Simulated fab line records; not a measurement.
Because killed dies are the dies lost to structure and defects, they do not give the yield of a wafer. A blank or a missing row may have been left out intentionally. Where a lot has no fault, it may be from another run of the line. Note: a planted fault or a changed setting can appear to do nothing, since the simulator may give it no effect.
Matching of chambers ; flow nandHarc ; NHARC_P_ZERO_WELL_DESCUM_39 on rieDiel-13 has 4 sister chambers
The step chemistry O2, time 3 s. 4 wafers are shown with their chamber, then 8 later ones without.

== WAFERS PAIRED WITH THEIR CHAMBERS ==
wafer;chamber;drypumpMotorCurrentA (A)
L083.2;3;5.8
L092.2;2;5.9
L092.4;1;5.6
L093.3;0;6.3

== WAFERS WITH NO CHAMBER GIVEN ==
wafer;drypumpMotorCurrentA (A)
L093.5;5.9
L093.6;6.0
L096.1;6.3
L096.4;5.6
L096.5;6.3
L096.2;5.8
L096.3;5.9
L096.6;5.6

== WHICH CHAMBER EACH WENT THROUGH ==
wafer;from the rows above;in truth
L093.5;2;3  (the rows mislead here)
L093.6;2;2
L096.1;0;0
L096.4;1;1
L096.5;0;0
L096.2;3;3
L096.3;2;2
L096.6;1;1
7 of 8 placed correctly. From these rows, 0 cannot be placed. Number placed wrongly: 1.
How it was worked out, from the rows above alone: a wafer's distance from a chamber is the root of the sum, over the readings, of the square of ((its reading less the chamber's mean) divided by the reading's scatter). If the next closest chamber is less than 2 further off than the closest, the wafer can't be placed; otherwise it belongs to the closest. Each chamber's mean is taken over the wafers shown for it. The scatter: root of mean squared gap, hidden wafer to nearest shown wafer, with one shown wafer a chamber.
